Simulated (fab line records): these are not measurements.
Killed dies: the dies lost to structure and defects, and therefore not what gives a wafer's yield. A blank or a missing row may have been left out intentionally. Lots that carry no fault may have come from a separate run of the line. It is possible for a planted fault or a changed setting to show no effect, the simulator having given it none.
Chamber matching | flow nand_harc | 4 sister chambers for NHARC_P_M1_STRIP_18 on rie_diel-10
The step strips in N2/H2. 24 wafers are shown with their chamber, then 12 later ones without.

== EACH WAFER AND ITS CHAMBER ==
wafer  | chamber | drypump_motor_current_A (A) | rf_vpp_V (V) | oes_product_au (a.u.)
L076.1 | 1       | 5.5                         | 91.1         | 0.991
L076.2 | 0       | 5.2                         | 90.0         | 0.992
L076.5 | 0       | 5.2                         | 91.5         | 0.997
L077.1 | 1       | 5.6                         | 89.8         | 1.013
L077.5 | 1       | 5.6                         | 90.0         | 1.017
L077.6 | 2       | 5.3                         | 90.8         | 1.018
L079.1 | 0       | 5.2                         | 87.7         | 1.015
L079.3 | 1       | 5.5                         | 90.6         | 1.009
L079.4 | 3       | 5.9                         | 91.8         | 1.019
L081.2 | 2       | 5.3                         | 91.0         | 1.021
L081.4 | 1       | 5.5                         | 90.9         | 1.010
L081.5 | 2       | 5.3                         | 92.1         | 1.009
L082.1 | 1       | 5.5                         | 88.9         | 1.007
L082.2 | 2       | 5.3                         | 92.5         | 1.022
L082.3 | 0       | 5.2                         | 89.5         | 1.022
L085.1 | 1       | 5.5                         | 90.3         | 1.014
L085.2 | 3       | 6.0                         | 90.2         | 1.020
L085.4 | 0       | 5.2                         | 88.9         | 1.008
L090.1 | 1       | 5.6                         | 89.8         | 1.001
L090.2 | 2       | 5.3                         | 90.7         | 0.999
L090.4 | 0       | 5.2                         | 88.7         | 1.008
L091.2 | 2       | 5.3                         | 91.7         | 1.014
L091.3 | 0       | 5.2                         | 91.1         | 1.006
L091.6 | 0       | 5.2                         | 90.0         | 1.010

SIGNATURES (means of the wafers above)
reading                 | chamber 0 | chamber 1 | chamber 2 | chamber 3 | scatter within a chamber
drypump_motor_current_A | 5.200     | 5.537     | 5.300     | 5.950     | 0.0345
rf_vpp_V                | 89.675    | 90.175    | 91.467    | 91.000    | 0.965
oes_product_au          | 1.00725   | 1.00775   | 1.01383   | 1.01950   | 0.00863
Rule: a wafer lies at a distance from a chamber equal to the root of the sum of squares, over the readings, of (its reading less the chamber's mean, divided by the reading's scatter). If the next closest chamber is less than 2 further off than the closest, the wafer can't be placed; otherwise it belongs to the closest. The scatter is the square root of a quotient: the sum, over the shown wafers, of each reading's squared deviation from its chamber's mean, divided by wafers minus chambers.

== WAFERS MISSING THEIR CHAMBER ==
wafer  | drypump_motor_current_A (A) | rf_vpp_V (V) | oes_product_au (a.u.)
L095.3 | 5.9                         | 89.9         | 1.026
L095.5 | 6.0                         | 90.1         | 1.019
L095.6 | 5.2                         | 89.4         | 1.001
L094.1 | 5.5                         | 89.5         | 0.988
L094.2 | 5.2                         | 90.7         | 1.006
L094.6 | 5.2                         | 90.4         | 1.007
L096.1 | 5.9                         | 90.4         | 1.015
L096.2 | 5.2                         | 90.3         | 1.003
L096.4 | 5.5                         | 91.1         | 0.993
L097.1 | 5.5                         | 89.8         | 0.998
L097.2 | 5.3                         | 91.1         | 1.024
L097.4 | 6.0                         | 92.0         | 1.026

== CHAMBER TAKEN BY EACH ==
wafer  | from the rows above | in truth
L095.3 | 3                   | 3
L095.5 | 3                   | 3
L095.6 | 0                   | 0
L094.1 | 1                   | 1
L094.2 | 0                   | 0
L094.6 | 0                   | 0
L096.1 | 3                   | 3
L096.2 | 0                   | 0
L096.4 | 1                   | 1
L097.1 | 1                   | 1
L097.2 | 2                   | 2
L097.4 | 3                   | 3
Correctly placed: 12 of 12. Left unplaced by these rows: 0. Number placed wrongly: 0.
